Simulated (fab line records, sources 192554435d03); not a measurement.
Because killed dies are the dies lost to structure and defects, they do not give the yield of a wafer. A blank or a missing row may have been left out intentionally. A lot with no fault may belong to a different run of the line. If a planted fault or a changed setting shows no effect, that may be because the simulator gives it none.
fab line records | flow n5_finfet
record: lots: 11 | wafers: 27 | last_day: 18
route steps=1938 shown BEOL_M4@1023
lots untouched by any fault: they come from a run of this same line in which no faults occurred
start_h: the number of hours between the record's first day and the start of the first shown wafer of the lot | wait_h: how many hours have passed since the lot's step before this one | " repeats the value in the row above | L1.1+2: one row covering several wafers at once | - either no value or no given start | * or withheld: withheld | < > ~ a bound
route shown NAME@n: NAME is a module with steps in the file, n the number in the route of the first one | usual: mean and standard deviation over wafers with no fault | same: alike in all rows | chamber/n: place in a boat | sites: readings site by site | _std_site: how widely they spread, as a standard deviation | _edge_site: outer sites' mean less inner sites' | radius_mm: how far each site lies from the wafer's centre | mask NAME#n: copy n | behind: the last tool/chamber to shape the wafer | hold: why the lot was held/for how many hours/how that ended | device: the transistor (n, p or np) that didn't switch | end of line: tests of these same wafers at the route's end | for a step that has no rows: nothing shown but its recipe | killed: at the first sort, the dies lost to defects and structure; wafer yield is something else | map: shows each die of a wafer: x if killed, . if not, _ if none is there
set.NAME: the setting as run; set.NAME@STEP: as run at that earlier step | model.NAME: the simulator's own value behind a step, which no gauge read
steps of the route over a sample of lots; a table a step, a row a wafer
services: when a tool's chamber went out of use (start_h, in hours from the record's first day, below 0 if earlier), for how many hours, and the reason
== steps ==
step: N5_BEOL_M4_PECVD_72
recipe: material: SiO2 | target_thk_a: 160 | temp_c: 400 | precursor: TEOS/O2 | pressure_torr: 5.5 | rf_w: 450 | teos_flow_sccm: 53.8 | gas: O2 | flow_sccm: 3000 | time_s: 18
usual: chamber_pressure_Torr: 5.499/0.012 | heater_power_w: 749/76 | showerhead_plenum_p_Torr: 8.82/0.056 | throttle_valve_pct: 22.0/0.77
lot.wafer | tool     | chamber | start_h | wait_h | chamber_pressure_Torr | heater_power_w | showerhead_plenum_p_Torr | throttle_valve_pct
L253.1    | pecvd-01 | 1       | 165.03  | 0.0    | 5.501                 | 886            | 8.85                     | 20.9
L253.2    | "        | 2       | "       | "      | 5.502                 | 691            | 8.78                     | 21.7
L253.4    | "        | 1       | "       | "      | 5.487                 | 883            | 8.87                     | 21.3
L255.2    | pecvd-01 | 0       | 168.77  | 0.0    | 5.514                 | 697            | 8.86                     | 21.1
L255.5    | "        | 2       | "       | "      | 5.497                 | 772            | 8.80                     | 21.7
L255.6    | "        | 0       | "       | "      | 5.515                 | 680            | 8.87                     | 21.3
L254.2    | pecvd-04 | 1       | 178.43  | 0.0    | 5.488                 | 636            | 8.86                     | 23.5
L254.3    | "        | 0       | "       | "      | 5.503                 | 858            | 8.79                     | 22.3
L256.1    | pecvd-04 | 0       | 183.24  | 0.0    | 5.494                 | 861            | 8.80                     | 22.3
L256.4    | "        | 2       | "       | "      | 5.505                 | 800            | 8.86                     | 22.1
L256.5    | "        | 0       | "       | "      | 5.502                 | 856            | 8.79                     | 21.9
L261.5    | pecvd-01 | 1       | 219.93  | 0.1    | 5.504                 | 832            | 8.87                     | 21.4
L261.6    | "        | 0       | "       | "      | 5.497                 | 706            | 8.87                     | 21.1
L262.2    | pecvd-04 | 2       | 221.03  | 0.0    | 5.482                 | 796            | 8.84                     | 21.9
L262.4    | "        | 0       | "       | "      | 5.497                 | 800            | 8.79                     | 22.2
L262.6    | "        | 2       | "       | "      | 5.484                 | 804            | 8.84                     | 21.9
L265.2    | pecvd-01 | 2       | 259.59  | 0.0    | 5.504                 | 740            | 8.80                     | 22.1
L265.3    | "        | 0       | "       | "      | 5.490                 | 723            | 8.89                     | 21.4
L265.6    | "        | 1       | "       | "      | 5.509                 | 764            | 8.87                     | 21.1
L268.3    | pecvd-04 | 0       | 264.11  | 0.0    | 5.481                 | 863            | 8.83                     | 22.2
L268.5    | "        | 0       | "       | "      | 5.489                 | 864            | 8.79                     | 22.0
L271.1    | pecvd-01 | 2       | 291.96  | 0.0    | 5.508                 | 695            | 8.80                     | 21.9
L271.6    | "        | 2       | "       | "      | 5.495                 | 704            | 8.81                     | 22.2
L275.2    | pecvd-03 | 1       | 295.52  | 0.0    | 5.505                 | 790            | 8.67                     | 23.6
L275.4    | "        | 1       | "       | "      | 5.511                 | 789            | 8.65                     | 23.2
L272.3    | pecvd-01 | 1       | 300.00  | 0.0    | 5.504                 | 768            | 8.86                     | 21.1
L272.5    | "        | 2       | "       | "      | 5.513                 | 809            | 8.81                     | 22.1
step: N5_BEOL_M4_SPUTTER_90
recipe: material: Cu | target_thk_a: 45 | temp_c: -20 | chamber_pressure_pa: 0.07 | power_w: withheld | time_s: 8.29
usual: chuck_sensor_temp_C: -15.9/0.49 | throttle_valve_pct: 30.3/0.96
lot.wafer | tool           | chamber | start_h | wait_h | chuck_sensor_temp_C | throttle_valve_pct
L253.1    | pvd_sputter-01 | -       | 176.65  | 0.1    | -16.1               | 28.6
L253.2    | "              | -       | "       | "      | -15.5               | 30.4
L253.4    | "              | -       | "       | "      | -16.0               | 30.4
L255.2    | pvd_sputter-01 | -       | 179.31  | 0.1    | -15.8               | 30.3
L255.5    | "              | -       | "       | "      | -15.6               | 31.6
L255.6    | "              | -       | "       | "      | -15.8               | 28.5
L254.2    | pvd_sputter-03 | -       | 189.60  | 0.1    | -15.9               | 29.0
L254.3    | "              | -       | "       | "      | -15.4               | 30.5
L256.1    | pvd_sputter-02 | -       | 193.90  | 0.1    | -16.4               | 29.9
L256.4    | "              | -       | "       | "      | -15.7               | 29.9
L256.5    | "              | -       | "       | "      | -15.7               | 30.0
L261.5    | pvd_sputter-01 | -       | 231.95  | 0.0    | -15.7               | 31.8
L261.6    | "              | -       | "       | "      | -16.1               | 28.9
L262.2    | pvd_sputter-03 | -       | 237.00  | 0.1    | -15.4               | 30.6
L262.4    | "              | -       | "       | "      | -15.5               | 28.9
L262.6    | "              | -       | "       | "      | -15.6               | 31.6
L265.2    | pvd_sputter-03 | -       | 273.14  | 0.1    | -15.2               | 30.6
L265.3    | "              | -       | "       | "      | -15.7               | 31.5
L265.6    | "              | -       | "       | "      | -16.5               | 29.5
L268.3    | pvd_sputter-02 | -       | 282.06  | 0.1    | -16.5               | 29.8
L268.5    | "              | -       | "       | "      | -16.4               | 30.0
L271.1    | pvd_sputter-03 | -       | 306.21  | 0.1    | -15.6               | 29.0
L271.6    | "              | -       | "       | "      | -15.4               | 30.6
L275.2    | pvd_sputter-03 | -       | 311.33  | 0.1    | -15.7               | 29.2
L275.4    | "              | -       | "       | "      | -15.5               | 31.4
L272.3    | pvd_sputter-02 | -       | 315.68  | 0.1    | -16.5               | 30.1
L272.5    | "              | -       | "       | "      | -16.5               | 30.1
step: N5_BEOL_M4_ANNEAL_51
recipe: temp_c: 225 | time_s: 90 | ambient: N2
usual: wafer_temp_C_max: 226.1/0.3
lot.wafer | tool          | chamber | start_h | wait_h | wafer_temp_C_max
L253.1    | rtp_anneal-02 | 0       | 177.50  | 0.1    | 226.0
L253.2    | "             | 0       | "       | "      | 226.1
L253.4    | "             | 0       | "       | "      | 226.1
L255.2    | rtp_anneal-02 | 0       | 180.21  | 0.1    | 226.3
L255.5    | "             | 0       | "       | "      | 226.0
L255.6    | "             | 0       | "       | "      | 226.2
L254.2    | rtp_anneal-02 | 0       | 190.50  | 0.1    | 225.8
L254.3    | "             | 0       | "       | "      | 225.8
L256.1    | rtp_anneal-02 | 0       | 194.85  | 0.2    | 225.9
L256.4    | "             | 0       | "       | "      | 225.8
L256.5    | "             | 0       | "       | "      | 225.9
L261.5    | rtp_anneal-02 | 0       | 232.94  | 0.2    | 226.2
L261.6    | "             | 0       | "       | "      | 226.2
L262.2    | rtp_anneal-01 | 0       | 237.90  | 0.1    | 226.0
L262.4    | "             | 0       | "       | "      | 226.4
L262.6    | "             | 0       | "       | "      | 226.4
L265.2    | rtp_anneal-01 | 0       | 274.24  | 0.3    | 226.1
L265.3    | "             | 0       | "       | "      | 226.3
L265.6    | "             | 0       | "       | "      | 226.1
L268.3    | rtp_anneal-01 | 0       | 283.01  | 0.1    | 226.7
L268.5    | "             | 0       | "       | "      | 226.4
L271.1    | rtp_anneal-01 | 0       | 307.07  | 0.1    | 226.3
L271.6    | "             | 0       | "       | "      | 226.3
L275.2    | rtp_anneal-02 | 0       | 312.23  | 0.1    | 225.9
L275.4    | "             | 0       | "       | "      | 226.2
L272.3    | rtp_anneal-01 | 0       | 317.60  | 1.1    | 226.2
L272.5    | "             | 0       | "       | "      | 226.1
step: N5_BEOL_M4_CMP_52
recipe: stop_on: SiOC | t_overpolish_s: 6.8 | down_force_psi: 1 | platen_rpm: 50 | clearing_platen_down_force_psi: 1.5 | clearing_platen_rpm: 50 | post_cmp_clean: cu_alkaline | target_thk_nm: 40 | clearing_platen_pad_velocity_m_s: 0.99484 | pad_velocity_m_s: 0.99484
usual: barrier_field_endpoint_s: 24.8/0.68 | motor_current_A: 6.0/0.7 | slurry_flow_ml_min: 150.0/0.45
lot.wafer | tool   | chamber | start_h | wait_h | barrier_field_endpoint_s | motor_current_A | slurry_flow_ml_min
L253.2    | cmp-01 | 3       | 177.80  | 0.2    | 24.2                     | 4.8             | 149.6
L253.1    | "      | 0       | "       | "      | 23.6                     | 5.3             | 150.1
L253.4    | "      | 1       | "       | "      | 23.8                     | 7.4             | 149.6
L255.2    | cmp-03 | 2       | 180.50  | 0.2    | 24.0                     | 7.2             | 150.1
L255.6    | "      | 1       | "       | "      | 25.5                     | 5.9             | 150.0
L255.5    | "      | 2       | "       | "      | 24.6                     | 7.4             | 150.2
L254.3    | cmp-02 | 3       | 190.75  | 0.2    | 24.2                     | 6.8             | 151.0
L254.2    | "      | 0       | "       | "      | 24.7                     | 5.5             | 150.0
L256.4    | cmp-01 | 0       | 195.19  | 0.2    | 24.9                     | 5.3             | 150.1
L256.1    | "      | 2       | "       | "      | 25.6                     | 5.7             | 149.9
L256.5    | "      | 3       | "       | "      | 23.8                     | 4.7             | 150.5
L261.5    | cmp-01 | 1       | 233.23  | 0.2    | 24.0                     | 7.6             | 149.5
L261.6    | "      | 2       | "       | "      | 25.5                     | 6.0             | 150.9
L262.4    | cmp-02 | 3       | 238.15  | 0.1    | 25.1                     | 6.8             | 150.0
L262.2    | "      | 2       | "       | "      | 24.8                     | 6.5             | 150.1
L262.6    | "      | 0       | "       | "      | 25.7                     | 6.3             | 149.7
L265.2    | cmp-03 | 3       | 274.53  | 0.2    | 23.8                     | 5.5             | 149.8
L265.3    | "      | 0       | "       | "      | 25.2                     | 5.4             | 150.5
L265.6    | "      | 2       | "       | "      | 24.2                     | 7.3             | 150.2
L268.3    | cmp-02 | 3       | 283.21  | 0.2    | 15.3                     | 6.7             | 149.9
L268.5    | "      | 3       | "       | "      | 15.5                     | 6.9             | 149.6
L271.1    | cmp-02 | 0       | 307.67  | 0.5    | 25.9                     | 5.6             | 149.3
L271.6    | "      | 3       | "       | "      | 25.6                     | 6.6             | 150.0
L275.4    | cmp-03 | 3       | 312.57  | 0.2    | 25.1                     | 5.9             | 150.0
L275.2    | "      | 0       | "       | "      | 25.6                     | 5.8             | 150.0
L272.3    | cmp-02 | 3       | 318.03  | 0.3    | 25.1                     | 6.4             | 150.1
L272.5    | "      | 3       | "       | "      | 25.2                     | 6.7             | 150.7
step: N5_BEOL_M4_PRE_CLEAN_60
recipe: gas: NH3/H2 | time_s: 15 | temp_c: * | rf_power_w: 300
usual: heater_power_w: 91/20
lot.wafer | tool      | chamber | start_h | wait_h | heater_power_w
L253.1    | cvd_co-01 | 1       | 178.13  | 0.0    | 70
L253.2    | "         | 2       | "       | "      | 105
L253.4    | "         | 0       | "       | "      | 103
L255.2    | cvd_co-01 | 0       | 180.79  | 0.0    | 105
L255.5    | "         | 0       | "       | "      | 103
L255.6    | "         | 2       | "       | "      | 106
L254.2    | cvd_co-02 | 2       | 191.09  | 0.0    | 88
L254.3    | "         | 0       | "       | "      | 116
L256.1    | cvd_co-01 | 0       | 195.55  | 0.1    | 103
L256.4    | "         | 1       | "       | "      | 71
L256.5    | "         | 0       | "       | "      | 103
L261.5    | cvd_co-02 | 2       | 233.43  | 0.1    | 87
L261.6    | "         | 1       | "       | "      | 59
L262.2    | cvd_co-01 | 1       | 238.48  | 0.0    | 70
L262.4    | "         | 2       | "       | "      | 107
L262.6    | "         | 1       | "       | "      | 69
L265.2    | cvd_co-02 | 1       | 274.83  | 0.0    | 58
L265.3    | "         | 0       | "       | "      | 114
L265.6    | "         | 0       | "       | "      | 119
L268.3    | cvd_co-02 | 1       | 283.68  | 0.2    | 60
L268.5    | "         | 1       | "       | "      | 60
L271.1    | cvd_co-02 | 2       | 307.96  | 0.0    | 88
L271.6    | "         | 2       | "       | "      | 85
L275.2    | cvd_co-01 | 1       | 312.83  | 0.0    | 70
L275.4    | "         | 0       | "       | "      | 105
L272.3    | cvd_co-01 | 1       | 318.32  | 0.0    | 70
L272.5    | "         | 2       | "       | "      | 107
step: N5_BEOL_M4_RC_MEAS_101
usual: DIBL_N: 36.1/2 | DIBL_P: 36.3/2.5 | IOFF_N: 0.16/0.037 | IOFF_P: 0.21/0.039 | ION_N: 678/15 | ION_P: 465/8.7 | SS_N: 71.4/0.7 | SS_P: 73.3/0.74 | VT_N: 249/3.6 | VT_P: -250.0/2.9
lot.wafer | tool      | chamber | start_h | wait_h | DIBL_N[mV/V] | DIBL_P[mV/V] | IOFF_N[nA/um] | IOFF_P[nA/um] | ION_N[uA/um] | ION_P[uA/um] | SS_N[mV/dec] | SS_P[mV/dec] | VT_N[mV] | VT_P[mV]
L253.1    | prober-02 | 0       | 178.41  | 0.0    | 38.3         | 39.1         | 0.24          | 0.29          | 711          | 482          | 71.9         | 73.6         | 241      | -245.8
L253.2    | "         | 0       | "       | "      | 35.3         | 35.5         | 0.16          | 0.22          | 670          | 465          | 71.7         | 71.8         | 249      | -248.4
L253.4    | "         | 0       | "       | "      | 35.2         | 36.0         | 0.16          | 0.23          | 671          | 465          | 71.8         | 72.8         | 245      | -249.0
L255.2    | prober-02 | 0       | 181.22  | 0.2    | 33.3         | 30.4         | 0.09          | 0.15          | 643          | 452          | 70.6         | 72.3         | 257      | -252.8
L255.5    | "         | 0       | "       | "      | 36.9         | 35.9         | 0.14          | 0.21          | 684          | 470          | 71.0         | 72.7         | 250      | -250.1
L255.6    | "         | 0       | "       | "      | 33.6         | 30.2         | 0.09          | 0.14          | 642          | 443          | 70.6         | 71.8         | 258      | -255.9
L254.2    | prober-01 | 0       | 191.52  | 0.2    | 35.7         | 35.4         | 0.14          | 0.17          | 675          | 457          | 70.6         | 73.0         | 254      | -255.2
L254.3    | "         | 0       | "       | "      | 37.6         | 37.8         | 0.18          | 0.22          | 674          | 460          | 72.1         | 74.7         | 249      | -249.7
L256.1    | prober-01 | 0       | 195.83  | 0.0    | 37.2         | 35.6         | 0.17          | 0.23          | 688          | 472          | 71.7         | 74.1         | 249      | -251.1
L256.4    | "         | 0       | "       | "      | 39.2         | 36.4         | 0.20          | 0.25          | 681          | 459          | 72.3         | 73.8         | 247      | -249.6
L256.5    | "         | 0       | "       | "      | 38.7         | 36.8         | 0.18          | 0.26          | 688          | 473          | 72.6         | 73.2         | 249      | -251.2
L261.5    | prober-01 | 0       | 234.30  | 0.6    | 33.9         | 33.0         | 0.12          | 0.17          | 663          | 464          | 71.1         | 72.9         | 255      | -251.0
L261.6    | "         | 0       | "       | "      | 37.4         | 38.3         | 0.17          | 0.26          | 678          | 469          | 71.9         | 74.4         | 249      | -245.3
L262.2    | prober-02 | 0       | 238.91  | 0.2    | 34.5         | 33.9         | 0.13          | 0.19          | 677          | 467          | 71.6         | 73.5         | 249      | -249.3
L262.4    | "         | 0       | "       | "      | 36.6         | 35.8         | 0.16          | 0.22          | 685          | 462          | 72.0         | 73.9         | 246      | -250.9
L262.6    | "         | 0       | "       | "      | 36.0         | 35.6         | 0.16          | 0.21          | 683          | 465          | 71.9         | 73.1         | 247      | -249.6
L265.2    | prober-02 | 0       | 275.26  | 0.2    | 38.2         | 39.3         | 0.20          | 0.22          | 691          | 468          | 72.0         | 73.3         | 247      | -249.6
L265.3    | "         | 0       | "       | "      | 39.7         | 41.3         | 0.26          | 0.26          | 715          | 482          | 72.2         | 74.2         | 241      | -246.2
L265.6    | "         | 0       | "       | "      | 39.1         | 40.2         | 0.21          | 0.24          | 680          | 459          | 72.0         | 74.2         | 245      | -248.8
L268.3    | prober-02 | 0       | 284.26  | 0.3    | 35.0         | 36.2         | 0.15          | 0.18          | 670          | 458          | 71.6         | 73.5         | 250      | -254.3
L268.5    | "         | 0       | "       | "      | 32.9         | 34.0         | 0.13          | 0.16          | 675          | 461          | 70.4         | 71.8         | 248      | -254.9
L271.1    | prober-02 | 0       | 308.27  | 0.0    | 34.5         | 35.3         | 0.15          | 0.20          | 690          | 476          | 71.0         | 72.5         | 249      | -250.5
L271.6    | "         | 0       | "       | "      | 34.3         | 35.2         | 0.13          | 0.19          | 660          | 453          | 70.8         | 72.5         | 252      | -249.1
L275.2    | prober-02 | 0       | 313.26  | 0.2    | 34.2         | 34.1         | 0.13          | 0.18          | 676          | 466          | 70.1         | 73.3         | 251      | -251.3
L275.4    | "         | 0       | "       | "      | 36.9         | 37.5         | 0.16          | 0.23          | 672          | 468          | 71.6         | 74.1         | 251      | -249.1
L272.3    | prober-02 | 0       | 318.94  | 0.3    | 35.6         | 35.0         | 0.15          | 0.20          | 675          | 466          | 71.8         | 73.3         | 250      | -247.7
L272.5    | "         | 0       | "       | "      | 33.9         | 33.2         | 0.13          | 0.20          | 679          | 471          | 70.7         | 73.0         | 252      | -248.3
== services ==
tool          | chamber | start_h | hours | kind
cmp-01        | -       | 147.27  | 0.3   | repair
rtp_anneal-01 | -       | 151.01  | 1.8   | pm
cmp-01        | -       | 151.92  | 1.6   | repair
pecvd-04      | -       | 155.23  | 2.8   | pm
cmp-02        | -       | 155.54  | 2.0   | repair
pecvd-04      | -       | 160.06  | 0.3   | repair
cmp-02        | -       | 163.44  | 3.8   | pm
cmp-03        | -       | 185.96  | 4.0   | pm
cvd_co-02     | -       | 200.41  | 6.9   | pm
cmp-03        | -       | 202.86  | 7.1   | pm
cvd_co-01     | -       | 207.31  | 2.8   | pm
pecvd-04      | 1       | 210.67  | 3.4   | repair
pecvd-04      | 1       | 214.10  | 5.5   | scheduled_down
pecvd-04      | 1       | 219.64  | 5.5   | scheduled_down
pecvd-04      | 0       | 238.10  | -     | calibration
cvd_co-02     | 2       | 241.25  | 7.8   | repair
pecvd-03      | 0       | 243.03  | 4.9   | repair
pecvd-01      | 2       | 245.23  | 12.9  | repair
cmp-03        | -       | 265.10  | 2.1   | repair
cvd_co-02     | -       | 268.00  | 0.5   | repair
cmp-01        | -       | 278.70  | 4.0   | pm
cmp-01        | -       | 284.29  | 0.9   | repair
pecvd-01      | 1       | 303.86  | 4.9   | repair
rtp_anneal-02 | -       | 316.34  | 5.9   | pm
== key ==
first_sign: step: N5_BEOL_M4_CMP_52 | reading: barrier_field_endpoint_s | direction: down | sigmas: 14 | usual: 24.8 | struck: 15.4
effect none on later readings
met_at N5_BEOL_M4_PECVD_72
struck_lots L268
struck_wafers L268.3,L268.5
not_acting_at N5_BEOL_M4_SPUTTER_90,N5_BEOL_M4_ANNEAL_51,N5_BEOL_M4_PRE_CLEAN_60
onset_between 221.03 264.11
fault: kind: process_parameter_drift | tool: pecvd-04 | chamber: - | onset_h: 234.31 | steps: N5_BEOL_M4_PECVD_72 | channel: time_s | offset: * | shape: step | end_h: 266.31 | scope: struck_wafers_only | acts_in: * | stated: *
